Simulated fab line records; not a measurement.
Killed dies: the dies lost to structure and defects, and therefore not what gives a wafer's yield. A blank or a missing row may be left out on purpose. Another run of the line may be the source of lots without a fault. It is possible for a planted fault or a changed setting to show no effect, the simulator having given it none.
The tool behind it: which one? -- flow nand-harc -- Sampling: 19 lots, 57 wafers, 6 of 1159 route steps

== WHAT THE GAUGES SHOWED, per wafer ==
No reading from a measuring or inspecting step in the record can be judged against a usual standard deviation.

== WHAT TOOL EACH LOT RAN ON (gives the tool, then ch and the chambers of the sampled wafers, and finally the start) ==
lot,NHARC_A_CHANNEL_HOLE_D1_ETCH_24,NHARC_A_STAIRCASE_ETCH_169,NHARC_A_STAIRCASE_ETCH_17,NHARC_A_STAIRCASE_TRIM_224,NHARC_A_STAIRCASE_TRIM_229,NHARC_A_STAIRCASE_STRIP_316
L074,"har-etch-02 ch 0,1, day 8 13:54","rie-diel-04 ch 0,1,2, day 10 18:11","rie-diel-04 ch 0,1,2, day 11 06:04 or earlier","rie-diel-04 ch 0,2,3, day 11 06:04 or earlier","rie-diel-04 ch 1,2, day 11 06:04","rie-diel-04 ch 0,1,2, no start"
L076,"har-etch-01 ch 0,1, day 8 15:35","rie-diel-11 ch 1,2, day 10 18:20","rie-diel-11 ch 0,1,2, day 11 05:45 or earlier","rie-diel-04 ch 1,2, day 11 05:45 or earlier","rie-diel-09 ch 0,3, day 11 05:45","rie-diel-04 ch 0,3, no start"
L075,"har-etch-02 ch 0,1, day 8 22:46","rie-diel-11 ch 1,2, day 11 05:07","rie-diel-11 ch 0,1,2, day 11 16:02 or earlier","rie-diel-04 ch 0,2, day 11 16:02 or earlier","rie-diel-04 ch 0,3, day 11 16:02","rie-diel-04 ch 1,3, no start"
L077,"har-etch-01 ch 0,1, day 9 08:52","rie-diel-09 ch 0,1,3, day 11 13:56","rie-diel-11 ch 0,2,3, day 12 02:26 or earlier","rie-diel-11 ch 1,3, day 12 02:26 or earlier","rie-diel-09 ch 0,1,3, day 12 02:26","rie-diel-04 ch 0,1,2, no start"
L080,"har-etch-01 ch 0,1, day 9 17:08","rie-diel-09 ch 0,2,3, day 12 02:38","rie-diel-04 ch 0,3, day 12 13:47 or earlier","rie-diel-09 ch 1,2, day 12 13:47 or earlier","rie-diel-11 ch 0,3, day 12 13:47","rie-diel-09 ch 0,3, no start"
L079,"har-etch-02 ch 0,1, day 9 17:32","rie-diel-11 ch 0,1,2, day 11 22:20","rie-diel-04 ch 0,1,2, day 12 12:38 or earlier","rie-diel-09 ch 0,3, day 12 12:38 or earlier","rie-diel-04 ch 0,1,2, day 12 12:38","rie-diel-11 ch 2,3, no start"
L081,"har-etch-01 ch 0,1, day 10 03:09","rie-diel-11 ch 0,2,3, day 12 10:24","rie-diel-04 ch 0,1,2, day 12 21:35 or earlier","rie-diel-04 ch 1,3, day 12 21:35 or earlier","rie-diel-04 ch 0,2,3, day 12 21:35","rie-diel-04 ch 2,3, no start"
L083,"har-etch-02 ch 0,1, day 10 17:47","rie-diel-09 ch 0,1,2, day 13 02:07","rie-diel-09 ch 0,2,3, day 13 16:57 or earlier","rie-diel-11 ch 0,1,2, day 13 16:57 or earlier","rie-diel-09 ch 0,1,2, day 13 16:57","rie-diel-09 ch 1,2,3, no start"
L084,"har-etch-01 ch 0,1, day 10 17:56","rie-diel-09 ch 0,2,3, day 12 22:23","rie-diel-04 ch 0,2,3, day 13 12:33 or earlier","rie-diel-11 ch 0,2,3, day 13 12:33 or earlier","rie-diel-11 ch 0,1,2, day 13 12:33","rie-diel-09 ch 1,2,3, no start"
L085,"har-etch-02 ch 0,1, day 11 03:55","rie-diel-04 ch 0,1,3, day 13 12:52","rie-diel-11 ch 0,2,3, day 13 23:22 or earlier","rie-diel-11 ch 1,3, day 13 23:22 or earlier","rie-diel-11 ch 1,2,3, day 13 23:22","rie-diel-09 ch 1,2,3, no start"
L087,"har-etch-02 ch 0,1, day 11 11:22","rie-diel-04 ch 0,2, day 13 17:05","rie-diel-09 ch 0,1,2, day 14 04:08 or earlier","rie-diel-09 ch 1,2,3, day 14 04:08 or earlier","rie-diel-09 ch 0,3, day 14 04:08","rie-diel-09 ch 1,2,3, no start"
L090,"har-etch-02 ch 0,1, day 12 07:05","rie-diel-11 ch 1,2,3, day 14 14:06","rie-diel-11 ch 0,1, day 15 02:03 or earlier","rie-diel-11 ch 0,1,3, day 15 02:03 or earlier","rie-diel-09 ch 2,3, day 15 02:03","rie-diel-11 ch 0,2,3, no start"
L088,"har-etch-02 ch 0,1, day 12 11:22","rie-diel-04 ch 1,2,3, day 14 14:16","rie-diel-09 ch 0,3, day 15 00:59 or earlier","rie-diel-04 ch 1,2,3, day 15 00:59 or earlier","rie-diel-09 ch 0,2,3, day 15 00:59","rie-diel-11 ch 0,3, no start"
L092,"har-etch-01 ch 0,1, day 12 22:49","rie-diel-09 ch 2,3, day 15 04:49","rie-diel-11 ch 2,3, day 15 16:04 or earlier","rie-diel-04 ch 0,2,3, day 15 16:04 or earlier","rie-diel-04 ch 0,1,2, day 15 16:04","rie-diel-04 ch 1,2, no start"
L091,"har-etch-02 ch 0,1, day 12 23:05","rie-diel-09 ch 0,1,3, day 15 04:37","rie-diel-09 ch 0,2,3, day 15 15:07 or earlier","rie-diel-04 ch 2,3, day 15 15:07 or earlier","rie-diel-09 ch 1,2,3, day 15 15:07","rie-diel-09 ch 2,3, no start"
L093,"har-etch-02 ch 0,1, day 13 10:20","rie-diel-09 ch 0,1,2, day 15 17:01","rie-diel-04 ch 1,2, day 16 06:05 or earlier","rie-diel-09 ch 0,1, day 16 06:05 or earlier","rie-diel-09 ch 0,1,2, day 16 06:05","rie-diel-04 ch 0,1,3, no start"
L095,"har-etch-01 ch 0,1, day 13 13:50","rie-diel-09 ch 0,1,2, day 15 23:10","rie-diel-11 ch 1,2, day 16 16:19 or earlier","rie-diel-09 ch 0,1, day 16 16:19 or earlier","rie-diel-04 ch 0,1,3, day 16 16:19","rie-diel-09 ch 0,1,3, no start"
L097,"har-etch-02 ch 0,1, day 13 17:40","rie-diel-04 ch 0,2,3, day 15 22:58","rie-diel-11 ch 0,1,2, day 16 15:40 or earlier","rie-diel-04 ch 0,2,3, day 16 15:40 or earlier","rie-diel-09 ch 1,2,3, day 16 15:40","rie-diel-04 ch 1,2,3, no start"
L096,"har-etch-01 ch 1, day 13 18:52","rie-diel-09 ch 1,3, day 15 22:47","rie-diel-04 ch 1,2,3, day 16 12:59 or earlier","rie-diel-09 ch 1,3, day 16 12:59 or earlier","rie-diel-09 ch 0,2, day 16 12:59","rie-diel-09 ch 0,2, no start"
- NHARC_A_CHANNEL_HOLE_D1_ETCH_24: etches the open film in C4F8/O2/Ar, time 906.2 s, target depth 1500 nm.
- NHARC_A_STAIRCASE_ETCH_169: etches the open film in CH3F/O2, target depth 50 nm, time 107.1 s.
- NHARC_A_STAIRCASE_ETCH_17: etches the open film in C4F8/O2, target depth 100 nm, time 40.5 s.
- NHARC_A_STAIRCASE_TRIM_224: chemistry O2, time 211.2 s.
- NHARC_A_STAIRCASE_TRIM_229: chemistry O2, time 211.2 s.
- NHARC_A_STAIRCASE_STRIP_316: strips in O2.

== WHAT THE TOOLS THEMSELVES READ (means of the sampled wafers that have a number; where no wafer has one, the mark that the record gives instead) ==
NHARC_A_CHANNEL_HOLE_D1_ETCH_24. Usual: drypump-motor-current-A 6.0 A, standard deviation 0.47; o2-flow-sccm 31.20 sccm, standard deviation 0.098; showerhead-plenum-p-Torr 3.74 Torr, standard deviation 0.063; throttle-valve-pct 32.236 %, standard deviation 0.0087.
lot,tool,drypump-motor-current-A (A),o2-flow-sccm (sccm),showerhead-plenum-p-Torr (Torr),throttle-valve-pct (%),flag
L074,har-etch-02,6.4,31.19,3.71,32.229,
L076,har-etch-01,5.5,31.18,3.79,32.236,
L075,har-etch-02,6.4,31.29,3.71,32.235,
L077,har-etch-01,5.5,31.34,3.78,32.235,
L080,har-etch-01,5.7,31.24,3.75,32.229,
L079,har-etch-02,6.2,31.14,3.75,32.238,
L081,har-etch-01,5.5,31.13,3.78,32.240,
L083,har-etch-02,6.1,31.15,3.74,32.231,
L084,har-etch-01,5.7,31.18,3.74,32.234,
L085,har-etch-02,6.2,31.08,3.74,32.227,
L087,har-etch-02,6.2,31.13,3.74,32.230,
L090,har-etch-02,6.1,31.26,3.73,32.233,
L088,har-etch-02,6.2,31.24,3.73,32.228,
L092,har-etch-01,5.7,31.20,3.73,32.234,
L091,har-etch-02,6.2,31.15,3.73,32.239,
L093,har-etch-02,6.4,31.20,3.68,32.238,
L095,har-etch-01,5.5,31.14,3.76,32.237,
L097,har-etch-02,6.3,31.20,3.68,32.239,
L096,har-etch-01,6.0,31.19,3.70,32.237,

NHARC_A_STAIRCASE_ETCH_169. Usual: ch3f-flow-sccm is 49.99 sccm with standard deviation 0.16, drypump-motor-current-A is 5.7 A with standard deviation 0.46, o2-flow-sccm is 30.00 sccm with standard deviation 0.098, oes-product-au is 0.953 a.u. with standard deviation 0.019, rf-vpp-V is 244.8 V with standard deviation 1.3, showerhead-plenum-p-Torr is 2.49 Torr with standard deviation 0.081, and throttle-valve-pct is 20.662 % with standard deviation 0.0092.
lot,tool,ch3f-flow-sccm (sccm),drypump-motor-current-A (A),o2-flow-sccm (sccm),oes-product-au (a.u.),rf-vpp-V (V),showerhead-plenum-p-Torr (Torr),throttle-valve-pct (%),flag
L074,rie-diel-04,49.90,5.5,30.04,0.945,245.3,2.57,20.659,
L076,rie-diel-11,49.86,5.8,29.97,0.954,244.6,2.47,20.671,
L075,rie-diel-11,49.82,5.6,29.96,0.938,243.3,2.41,20.658,
L077,rie-diel-09,50.01,6.0,30.08,0.925,245.0,2.51,20.659,
L080,rie-diel-09,50.04,5.5,29.94,0.959,244.2,2.48,20.661,
L079,rie-diel-11,49.99,5.8,29.92,0.978,243.8,2.45,20.669,
L081,rie-diel-11,50.04,5.6,29.95,0.942,244.8,2.47,20.658,
L083,rie-diel-09,49.98,5.9,30.11,0.947,246.4,2.54,20.664,
L084,rie-diel-09,49.91,5.5,29.99,0.977,245.0,2.48,20.655,
L085,rie-diel-04,50.00,5.7,30.06,0.958,244.9,2.52,20.666,
L087,rie-diel-04,50.01,5.7,29.99,0.982,245.2,2.55,20.662,
L090,rie-diel-11,50.13,5.5,30.00,0.931,243.7,2.43,20.669,
L088,rie-diel-04,49.92,5.6,29.92,0.975,244.9,2.52,20.658,
L092,rie-diel-09,49.93,5.7,29.94,0.944,243.8,2.41,20.650,
L091,rie-diel-09,50.02,6.0,29.95,0.973,245.0,2.50,20.670,
L093,rie-diel-09,49.87,5.9,30.08,0.940,245.4,2.54,20.657,
L095,rie-diel-09,50.03,5.9,29.99,0.949,245.4,2.53,20.663,
L097,rie-diel-04,50.22,5.8,30.02,0.948,245.0,2.50,20.654,
L096,rie-diel-09,49.98,6.4,30.04,0.964,244.7,2.50,20.657,

NHARC_A_STAIRCASE_ETCH_17. Usual: oes-product-au 0.945 a.u., standard deviation 0.01; rf-vpp-V 897 V, standard deviation 4.
lot,tool,oes-product-au (a.u.),rf-vpp-V (V),flag
L074,rie-diel-04,0.954,901,
L076,rie-diel-11,0.947,895,
L075,rie-diel-11,0.955,896,
L077,rie-diel-11,0.944,896,
L080,rie-diel-04,0.940,899,
L079,rie-diel-04,0.930,901,
L081,rie-diel-04,0.950,901,
L083,rie-diel-09,0.945,897,
L084,rie-diel-04,0.956,899,
L085,rie-diel-11,0.951,896,
L087,rie-diel-09,0.935,900,
L090,rie-diel-11,0.944,894,
L088,rie-diel-09,0.945,894,
L092,rie-diel-11,0.939,898,
L091,rie-diel-09,0.954,897,
L093,rie-diel-04,0.954,901,
L095,rie-diel-11,0.944,893,
L097,rie-diel-11,0.948,895,
L096,rie-diel-04,0.950,899,

NHARC_A_STAIRCASE_TRIM_224. Usual: drypump-motor-current-A 5.7 A, standard deviation 0.44; o2-flow-sccm 500.2 sccm, standard deviation 1.5; oes-product-au 1.003 a.u., standard deviation 0.01; rf-vpp-V 57.9 V, standard deviation 0.91; showerhead-plenum-p-Torr 3.58 Torr, standard deviation 0.1; throttle-valve-pct 17.037 %, standard deviation 0.0094.
lot,tool,drypump-motor-current-A (A),o2-flow-sccm (sccm),oes-product-au (a.u.),rf-vpp-V (V),showerhead-plenum-p-Torr (Torr),throttle-valve-pct (%),flag
L074,rie-diel-04,5.8,499.5,1.013,58.0,3.62,17.030,
L076,rie-diel-04,5.5,501.0,1.011,58.4,3.68,17.035,
L075,rie-diel-04,5.6,500.0,1.008,58.8,3.67,17.041,
L077,rie-diel-11,5.2,501.4,1.003,57.1,3.41,17.039,
L080,rie-diel-09,5.9,500.5,0.998,57.2,3.60,17.041,
L079,rie-diel-09,5.6,500.6,1.001,57.9,3.61,17.026,
L081,rie-diel-04,5.8,497.8,1.013,57.9,3.57,17.041,
L083,rie-diel-11,5.8,500.1,1.009,57.8,3.50,17.027,
L084,rie-diel-11,5.7,499.2,1.002,58.0,3.55,17.037,
L085,rie-diel-11,5.2,500.1,1.008,58.8,3.40,17.035,
L087,rie-diel-09,5.9,500.6,0.996,58.0,3.55,17.042,
L090,rie-diel-11,5.5,501.4,1.007,57.8,3.45,17.039,
L088,rie-diel-04,5.6,499.9,0.999,57.7,3.61,17.042,
L092,rie-diel-04,5.8,500.6,1.004,58.9,3.60,17.035,
L091,rie-diel-04,5.9,500.0,0.994,57.6,3.55,17.037,
L093,rie-diel-09,6.3,500.0,0.988,58.9,3.67,17.036,
L095,rie-diel-09,5.9,499.8,1.000,58.4,3.68,17.038,
L097,rie-diel-04,5.8,500.3,0.998,57.9,3.59,17.041,
L096,rie-diel-09,6.1,500.0,1.005,57.9,3.49,17.034,

NHARC_A_STAIRCASE_TRIM_229. Usual: drypump-motor-current-A 5.7 A, standard deviation 0.45; o2-flow-sccm 500.0 sccm, standard deviation 1.4; oes-product-au 1.002 a.u., standard deviation 0.0098; rf-vpp-V 57.9 V, standard deviation 0.83; showerhead-plenum-p-Torr 3.58 Torr, standard deviation 0.11; throttle-valve-pct 17.035 %, standard deviation 0.01.
lot,tool,drypump-motor-current-A (A),o2-flow-sccm (sccm),oes-product-au (a.u.),rf-vpp-V (V),showerhead-plenum-p-Torr (Torr),throttle-valve-pct (%),flag
L074,rie-diel-04,5.5,501.5,1.009,58.7,3.68,17.039,
L076,rie-diel-09,5.7,499.6,1.004,57.5,3.51,17.035,
L075,rie-diel-04,5.9,500.3,1.007,58.7,3.60,17.042,
L077,rie-diel-09,6.0,500.1,0.996,57.6,3.60,17.033,
L080,rie-diel-11,5.7,501.0,0.994,58.1,3.51,17.029,
L079,rie-diel-04,5.5,499.7,1.006,58.2,3.67,17.029,
L081,rie-diel-04,5.8,499.9,1.014,58.2,3.61,17.041,
L083,rie-diel-09,5.9,500.5,0.994,57.9,3.64,17.043,
L084,rie-diel-11,5.8,499.2,1.006,57.3,3.50,17.043,
L085,rie-diel-11,5.5,500.6,0.999,57.5,3.49,17.039,
L087,rie-diel-09,5.6,500.3,1.012,58.2,3.60,17.036,
L090,rie-diel-09,5.5,499.0,1.000,57.5,3.50,17.027,
L088,rie-diel-09,5.5,501.5,1.007,57.7,3.54,17.036,
L092,rie-diel-04,5.5,499.0,1.011,57.6,3.65,17.037,
L091,rie-diel-09,6.0,499.3,0.996,57.9,3.54,17.038,
L093,rie-diel-09,5.9,499.9,0.997,58.4,3.63,17.038,
L095,rie-diel-04,5.7,499.5,1.004,58.3,3.59,17.040,
L097,rie-diel-09,6.0,500.4,0.994,58.1,3.54,17.032,
L096,rie-diel-09,5.4,499.5,0.991,57.7,3.59,17.034,

NHARC_A_STAIRCASE_STRIP_316. Usual: drypump-motor-current-A 5.7 A, standard deviation 0.45; o2-flow-sccm 499.8 sccm, standard deviation 1.6; oes-product-au 1.002 a.u., standard deviation 0.01; rf-vpp-V 58.0 V, standard deviation 0.86; showerhead-plenum-p-Torr 3.58 Torr, standard deviation 0.1; throttle-valve-pct 17.036 %, standard deviation 0.0085.
lot,tool,drypump-motor-current-A (A),o2-flow-sccm (sccm),oes-product-au (a.u.),rf-vpp-V (V),showerhead-plenum-p-Torr (Torr),throttle-valve-pct (%),flag
L074,rie-diel-04,5.5,500.8,1.006,58.9,3.67,17.029,
L076,rie-diel-04,6.0,501.1,1.006,57.8,3.56,17.035,
L075,rie-diel-04,5.5,498.8,0.998,58.1,3.62,17.031,
L077,rie-diel-04,5.5,500.5,1.000,58.4,3.67,17.037,
L080,rie-diel-09,5.6,500.0,1.005,57.6,3.60,17.031,
L079,rie-diel-11,5.3,499.6,1.002,58.2,3.54,17.039,
L081,rie-diel-04,5.9,497.7,1.001,56.4,3.56,17.029,
L083,rie-diel-09,5.9,500.2,1.002,57.4,3.55,17.043,
L084,rie-diel-09,5.9,498.9,0.995,58.8,3.55,17.035,
L085,rie-diel-09,6.0,501.2,0.993,58.3,3.55,17.039,
L087,rie-diel-09,6.0,500.0,1.002,58.2,3.55,17.036,
L090,rie-diel-11,5.7,500.0,0.998,57.9,3.54,17.035,
L088,rie-diel-11,5.7,499.0,1.003,58.1,3.50,17.042,
L092,rie-diel-04,5.3,500.4,1.008,58.7,3.67,17.030,
L091,rie-diel-09,5.7,498.7,1.001,57.8,3.45,17.036,
L093,rie-diel-04,5.7,500.9,1.014,57.5,3.59,17.033,
L095,rie-diel-09,6.0,499.3,1.003,58.0,3.58,17.032,
L097,rie-diel-04,5.6,501.4,1.004,57.4,3.60,17.038,
L096,rie-diel-09,5.5,498.9,0.996,58.4,3.63,17.035,

== THE ANSWER, worked out from the rows above alone ==
Rule: lot off if the mean of its wafers having a number is beyond 3 standard deviations from the usual mean. A lot without any number at a reading at which 4 lots or more have one is off too. The other lots that the step has rows for count as sound. After the gauges, taken in route order, come the tools' own readings; for these a lot's mean is taken, as printed above. The first step at which some lot is off is used, and at that step the reading that is off furthest; a lot without a number counts as furthest.
Across all readings shown, no lot is off: no conclusion can be drawn from this.

== WHAT WAS PUT IN BY THE SIMULATOR ==
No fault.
